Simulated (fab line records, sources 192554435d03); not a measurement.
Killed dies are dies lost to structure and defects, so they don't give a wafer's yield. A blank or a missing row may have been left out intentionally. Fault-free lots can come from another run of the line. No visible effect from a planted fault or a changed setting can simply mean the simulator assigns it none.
One fault through the eyes of 2 desks | flow n5-finfet | each desk holds nothing but its own numbers, with what lay behind them at the end

TOOL OWNER'S DESK, rie-diel-03
The tool's own readings at N5_BEOL_M12_ETCH_68 (etches SOC in N2/H2, time 285 s): means of the sampled wafers that have a number, for each lot that ran on this tool. The brackets show how far a lot's mean lies from the usual mean; more than 4 standard deviations puts the lot out of limits, marked OUT.
Columns: A = bias-w at N5_BEOL_M12_ETCH_68, usual 350.3 W; B = drypump-motor-current-A at N5_BEOL_M12_ETCH_68, usual 5.5 A; C = oes-product-au at N5_BEOL_M12_ETCH_68, usual 0.82 a.u.; D = rf-vpp-V at N5_BEOL_M12_ETCH_68, usual 524.2 V; E = showerhead-plenum-p-Torr at N5_BEOL_M12_ETCH_68, usual 2.55 Torr; F = throttle-valve-pct at N5_BEOL_M12_ETCH_68, usual 17.66 %
lot  | first seen here | A               | B   | C    | D                | E    | F
L499 | day 10 19:05    | 350.5           | 5.4 | 0.87 | 525.6            | 2.62 | 17.62
L500 | day 12 00:34    | 349.4           | 5.5 | 0.87 | 526.2            | 2.63 | 17.46
L514 | day 15 17:41    | 361.7 (+13) OUT | 5.4 | 0.84 | 536.6 (+4.8) OUT | 2.61 | 17.82
This desk finds L514 out of limits, L514 being first, at day 15 17:41 (bias-w at N5_BEOL_M12_ETCH_68). In limits: L499, L500.

THE METROLOGY DESK
What the gauges read for every lot (on any tool): the sampled wafers with a number, averaged. The brackets show how far a lot's mean lies from the usual mean; more than 4 standard deviations puts the lot out of limits, marked OUT.
Columns: A = M12_OVL at N5_BEOL_M12_OVL_MEAS_29, usual 1 nm
lot  | first seen here | A
L499 | day 10 18:43    | 0
L502 | day 11 17:05    | 1
L500 | day 12 00:20    | 1
L504 | day 12 07:26    | 5
L503 | day 12 07:38    | -7
L507 | day 13 08:53    | 2
L508 | day 13 20:37    | 9
L505 | day 13 21:34    | -3
L514 | day 15 17:27    | 4
L522 | day 17 21:31    | 9
Finding of this desk: none of the 10 lots has anything out of limits.

PUT TOGETHER
At day 15 17:41, on L514, the tool owner's desk was in a position to raise an alarm.
Nothing out of limits was seen by the metrology desk.
The metrology desk has L514 on record, within its limits.
On rie-diel-03, each named lot ran N5_BEOL_M12_ETCH_68.

WHAT THE SIMULATOR HAD INSERTED
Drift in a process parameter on rie-diel-03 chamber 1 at N5_BEOL_M12_ETCH_68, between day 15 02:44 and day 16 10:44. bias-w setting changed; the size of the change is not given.
Shown lots that were struck: L514.
Hours from the fault's start to each desk's first reading out of limits: the tool owner's desk, 15.
